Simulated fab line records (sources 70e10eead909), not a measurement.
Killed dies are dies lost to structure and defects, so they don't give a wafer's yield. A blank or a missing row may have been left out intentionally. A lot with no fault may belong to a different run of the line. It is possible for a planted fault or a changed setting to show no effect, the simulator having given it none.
Chamber matching -- flow nand-harc -- rie-diel-07 running NHARC_P_ZERO_WELL_DESCUM_26: 4 sister chambers
The step chemistry O2, time 3 s. 8 wafers are shown with their chamber, then 12 later ones without.

== WAFERS WITH THEIR CHAMBER ==
wafer,chamber,showerhead-plenum-p-Torr (Torr),drypump-motor-current-A (A)
L081.1,2,1.92,5.9
L083.4,1,1.83,5.8
L085.3,0,1.79,6.1
L085.5,0,1.79,6.1
L085.6,3,2.06,6.1
L088.2,1,1.82,5.7
L088.3,3,2.06,6.1
L088.5,2,1.91,5.9

== WAFERS WITH NO CHAMBER GIVEN ==
wafer,showerhead-plenum-p-Torr (Torr),drypump-motor-current-A (A)
L091.1,1.78,6.1
L091.3,1.82,5.7
L091.6,1.78,6.1
L091.2,1.91,5.9
L091.4,2.05,6.1
L091.5,1.82,5.7
L096.2,2.04,6.1
L096.4,1.90,5.9
L096.6,2.04,6.1
L097.2,2.04,6.1
L097.4,1.81,5.7
L097.6,1.90,6.0

== CHAMBER TAKEN BY EACH ==
wafer,from the rows above,in truth
L091.1,0,0
L091.3,1,1
L091.6,0,0
L091.2,2,2
L091.4,3,3
L091.5,1,1
L096.2,3,3
L096.4,2,2
L096.6,3,3
L097.2,3,3
L097.4,1,1
L097.6,2,2
Correct placement for 12 of the 12. Number that these rows cannot place: 0. Number placed wrongly: 0.
How it was worked out, from the rows above alone: a wafer's distance from a chamber is the root of the sum, over the readings, of the square of ((its reading less the chamber's mean) divided by the reading's scatter). If the next closest chamber is less than 2 further off than the closest, the wafer can't be placed; otherwise it belongs to the closest. The mean given for a chamber averages the wafers shown for that chamber. How the scatter is found: for the shown wafers, subtract from each reading the mean of its chamber, square and add these, divide the total by (wafers less chambers), then take the root.
